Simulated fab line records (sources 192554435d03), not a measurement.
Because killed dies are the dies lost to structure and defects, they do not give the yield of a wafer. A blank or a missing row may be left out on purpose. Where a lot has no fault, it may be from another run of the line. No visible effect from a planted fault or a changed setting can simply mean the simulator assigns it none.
A struck lot beside a sound one || flow n5-finfet || 36 out of 1938 route steps
Sound: wafers L168.1, L168.2, L168.4. Struck: wafer L175.3. (L175.1, L175.4 of the same lot were not struck and are left out.) The cause comes at the end.
Each step with rows lists, per side, the tool, then ch with its chambers, then its first start. Under that, the readings that differ: sound wafers || struck wafers || difference of the means || sigmas: that difference in standard deviations of wafers without a fault.
alike: a reading whose means differ by less than 2 such deviations, as well as words and numbers matching on both sides. not compared: withheld readings; readings where some wafer has no value; bounds like >300 that might hide an equal value; numbers whose values overlap and for which the record gives no deviation.
A row with sigmas, a row that says differs or no value, or rows on one side alone: a step with any of these is where the two part. Numbers that have no deviation but don't overlap get no sigmas and don't part them. A reading that every wafer of one side lacks parts them only if that side has two wafers or more.

first, 8 steps without rows for these wafers: N5_BEOL_M6_SPUTTER_48 (material Cu, target thk 10 nm, time 1.667 s); N5_BEOL_M6_ECD_50 (material Cu, target thk 300 nm); N5_BEOL_M6_ANNEAL_51 (time 90 s); N5_BEOL_M6_CMP_52 (polishes, stops on SiCOH lowk, t overpolish 6.9 s, target thk 80 nm); N5_BEOL_M6_PRE_CLEAN_55 (time 15 s); N5_BEOL_M6_DEP_56 (deposits SiCN from 3MS/NH3, target thk 10 nm, time 17.5 s); N5_BEOL_M7_ILD_DEP_00 (deposits SiCOH lowk from DEMS/porogen, target thk 179.75 nm, time 33.4 s); N5_BEOL_M7_CURE_74 (cures SiCOH lowk, time 240 s).
N5_BEOL_M7_PECVD_70: deposits SiO2 from TEOS/O2, target thk 20 nm, time 22.7 s.
  sound on pecvd-02 ch 0,1,2, day 12 17:05; struck on pecvd-02 ch 0, day 13 23:26
{"reading": "model.SiO2_of_BEOL_M7_PECVD_70.thk-nm (nm)", "sound": "19.6 19.6 20", "struck": 29, "difference": "+9", "sigmas": ""}
  alike: heater-power-w, showerhead-plenum-p-Torr, throttle-valve-pct
then, 25 steps without rows for these wafers: N5_BEOL_M7_HM_DEP_02 (deposits TiN, target thk 20 nm); N5_BEOL_M7_COAT_59 (time 60 s, resist thk 100 nm); N5_BEOL_M7_COAT_60 (time 60 s, resist thk 35 nm); N5_BEOL_M7_COAT_05 (resist thk 90 nm); N5_BEOL_M7_EBR_07; N5_BEOL_M7_SOFTBAKE_06 (time 60 s); N5_BEOL_M7_EXPOSE_08 (exposes mask M7); N5_BEOL_M7_PEB_09 (peb time 60 s); N5_BEOL_M7_DEVELOP_10 (develop time 30 s); N5_BEOL_M7_DESCUM_16 (chemistry O2, time 7.9 s); N5_BEOL_M7_ETCH_61 (etches SiARC in CF4, target depth 45.5 nm, time 75.8 s); N5_BEOL_M7_ETCH_62 (etches SOC in N2/H2, target depth 110 nm, overetch 22 nm, time 165 s); N5_BEOL_M7_STRIP_68 (strips in N2/H2); N5_BEOL_M7_STRIP_67 (strips in CF4); N5_BEOL_M7_HM_OPEN_17 (chemistry Cl2/BCl3, target TiN, target depth 20 nm, overetch 6 nm); N5_BEOL_M7_STRIP_19 (strips in O2); N5_BEOL_M7_COAT_63 (time 60 s, resist thk 60 nm); N5_BEOL_M7_COAT_64 (time 60 s, resist thk 12 nm); N5_BEOL_M7_COAT_71 (time 60 s, resist thk 5 nm); N5_BEOL_M7_COAT_22 (resist thk 30 nm); N5_BEOL_M7_EBR_24; N5_BEOL_M7_SOFTBAKE_23 (time 60 s); N5_BEOL_M7_EXPOSE_25 (exposes mask V6, target cd 40 nm); N5_BEOL_M7_PEB_26 (peb time 60 s); N5_BEOL_M7_DEVELOP_27 (develop time 30 s).
N5_BEOL_M7_HM_STRIP_39: strips TiN in peroxide tin strip, target depth 25 nm, time 158 s.
  sound on wet-bench-03 ch 4,5,6, day 12 20:40; struck on wet-bench-01 ch 7, day 14 02:09
{"reading": "model.SiO2_of_BEOL_M7_PECVD_70.thk-nm (nm)", "sound": "19.4 19.6 20", "struck": 28.8, "difference": "+9.1", "sigmas": ""}
  alike: bath-guard-temp-C
N5_BEOL_M7_CMP_52: polishes, stops on SiCOH lowk, t overpolish 6.9 s, target thk 80 nm.
  sound on cmp-01 ch 0,1,3, day 12 23:44; struck on cmp-02 ch 2, day 14 05:00
{"reading": "barrier-field-endpoint-s (s)", "sound": "28.1 28.7 28.8", "struck": 40.2, "difference": "+11.7", "sigmas": "+21"}
  alike: edge-zone-pressure-frac, motor-current-A

WHERE THEY PART
Only at N5_BEOL_M7_CMP_52, as far as this record shows.

WHY: what had been put in by the simulator
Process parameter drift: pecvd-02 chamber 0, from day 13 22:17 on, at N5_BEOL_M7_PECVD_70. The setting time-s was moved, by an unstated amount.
